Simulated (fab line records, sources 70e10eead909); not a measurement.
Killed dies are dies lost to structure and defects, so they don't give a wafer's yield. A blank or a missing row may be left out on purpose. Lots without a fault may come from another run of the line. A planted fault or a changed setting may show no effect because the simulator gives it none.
Chamber matching | flow nand_harc | NHARC_A_CHANNEL_HOLE_D1_ETCH_38 on rie_diel-08: 4 sister chambers
The step etches the open film in CF4, target depth 39 nm, time 65 s. 8 wafers are shown with their chamber, then 11 later ones without.

WAFERS WITH THEIR CHAMBER
wafer  | chamber | drypump_motor_current_A (A) | rf_vpp_V (V)
L080.4 | 3       | 6.18                        | 151.0
L083.2 | 1       | 6.25                        | 153.3
L085.1 | 0       | 5.75                        | 151.4
L085.6 | 0       | 5.76                        | 153.2
L086.3 | 2       | 5.66                        | 148.9
L086.5 | 3       | 6.16                        | 152.7
L086.6 | 2       | 5.62                        | 150.6
L090.1 | 1       | 6.31                        | 154.3

WAFERS WITHOUT THEIR CHAMBER
wafer  | drypump_motor_current_A (A) | rf_vpp_V (V)
L090.4 | 5.72                        | 149.3
L090.6 | 6.30                        | 152.9
L093.1 | 6.30                        | 153.1
L093.4 | 5.77                        | 148.5
L093.5 | 5.77                        | 150.1
L092.1 | 5.74                        | 149.9
L092.3 | 6.19                        | 152.6
L092.4 | 6.29                        | 154.4
L094.2 | 5.60                        | 150.6
L094.4 | 5.73                        | 150.6
L094.6 | 6.34                        | 151.5

WHICH CHAMBER EACH WENT THROUGH
wafer  | from the rows above     | in truth
L090.4 | can't be placed: 0 or 2 | 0
L090.6 | 1                       | 1
L093.1 | 1                       | 1
L093.4 | can't be placed: 0 or 2 | 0
L093.5 | 0                       | 0
L092.1 | can't be placed: 0 or 2 | 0
L092.3 | 3                       | 3
L092.4 | 1                       | 1
L094.2 | 2                       | 2
L094.4 | can't be placed: 0 or 2 | 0
L094.6 | 1                       | 1
Placed correctly: 7 of 11. Can't be placed from these rows: 4 (the true chamber is among the candidates in 4). Placed wrongly: 0.
How it was worked out, from the rows above alone: a wafer's distance from a chamber is the root of the sum, over the readings, of the square of ((its reading less the chamber's mean) divided by the reading's scatter). The wafer belongs to the nearest chamber; if the next one is less than 2 further off, it can't be placed. A chamber's mean is the mean of its shown wafers. The scatter: the root of (the sum of the squares of (reading less its chamber's mean) over the shown wafers, divided by (wafers less chambers)).
